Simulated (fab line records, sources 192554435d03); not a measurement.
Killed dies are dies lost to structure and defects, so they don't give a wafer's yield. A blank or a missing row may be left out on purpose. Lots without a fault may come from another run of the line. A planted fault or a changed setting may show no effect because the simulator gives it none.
Chamber matching | flow n5_finfet | N5_MOL_CONTACT_COAG_ETCH_89 on rie_diel-06: 4 sister chambers
The step etches underlayer in N2/H2, target depth 13 nm, time 10.4 s. 18 wafers are shown with their chamber, then 9 later ones without.

WAFERS WITH THEIR CHAMBER
wafer  | chamber | showerhead_plenum_p_Torr (Torr) | throttle_valve_pct (%) | rf_vpp_V (V)
L074.1 | 0       | 2.50                            | 18.13                  | 523.0
L074.2 | 2       | 2.50                            | 17.70                  | 523.0
L074.6 | 3       | 2.45                            | 17.87                  | 520.9
L081.1 | 3       | 2.44                            | 17.90                  | 519.4
L081.3 | 1       | 2.55                            | 18.21                  | 523.8
L081.5 | 1       | 2.55                            | 18.20                  | 524.9
L082.1 | 3       | 2.44                            | 17.91                  | 521.2
L082.4 | 0       | 2.49                            | 17.68                  | 523.7
L082.5 | 3       | 2.44                            | 17.89                  | 518.8
L086.1 | 2       | 2.49                            | 17.31                  | 522.0
L086.2 | 0       | 2.49                            | 17.70                  | 522.0
L086.3 | 1       | 2.55                            | 18.22                  | 525.3
L088.2 | 2       | 2.48                            | 17.31                  | 521.0
L088.3 | 0       | 2.49                            | 17.70                  | 523.0
L088.5 | 1       | 2.54                            | 18.22                  | 523.3
L089.1 | 2       | 2.48                            | 17.33                  | 523.3
L089.2 | 3       | 2.44                            | 17.91                  | 521.4
L089.5 | 2       | 2.48                            | 17.31                  | 521.0

SIGNATURES (means of the wafers above)
reading                  | chamber 0 | chamber 1 | chamber 2 | chamber 3 | scatter within a chamber
showerhead_plenum_p_Torr | 2.4925    | 2.5475    | 2.4860    | 2.4420    | 0.00627
throttle_valve_pct       | 17.8025   | 18.2125   | 17.3920   | 17.8960   | 0.137
rf_vpp_V                 | 522.925   | 524.325   | 522.060   | 520.340   | 1.01
Rule: a wafer's distance from a chamber is the root of the sum, over the readings, of the square of ((its reading less the chamber's mean) divided by the reading's scatter). The wafer belongs to the nearest chamber; if the next one is less than 2 further off, it can't be placed. The scatter: the root of (the sum of the squares of (reading less its chamber's mean) over the shown wafers, divided by (wafers less chambers)).

WAFERS WITHOUT THEIR CHAMBER
wafer  | showerhead_plenum_p_Torr (Torr) | throttle_valve_pct (%) | rf_vpp_V (V)
L091.2 | 2.54                            | 18.24                  | 522.7
L091.4 | 2.49                            | 17.69                  | 522.2
L091.5 | 2.44                            | 17.90                  | 521.2
L095.3 | 2.48                            | 17.73                  | 522.9
L095.4 | 2.48                            | 17.33                  | 522.8
L095.5 | 2.48                            | 17.33                  | 522.8
L096.3 | 2.48                            | 17.33                  | 522.8
L096.4 | 2.48                            | 17.75                  | 522.3
L096.5 | 2.48                            | 17.72                  | 519.7

WHICH CHAMBER EACH WENT THROUGH
wafer  | from the rows above     | in truth
L091.2 | 1                       | 1
L091.4 | can't be placed: 0 or 2 | 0
L091.5 | 3                       | 3
L095.3 | can't be placed: 0 or 2 | 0
L095.4 | 2                       | 2
L095.5 | 2                       | 2
L096.3 | 2                       | 2
L096.4 | can't be placed: 0 or 2 | 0
L096.5 | can't be placed: 2 or 0 | 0
Placed correctly: 5 of 9. Can't be placed from these rows: 4 (the true chamber is among the candidates in 4). Placed wrongly: 0.
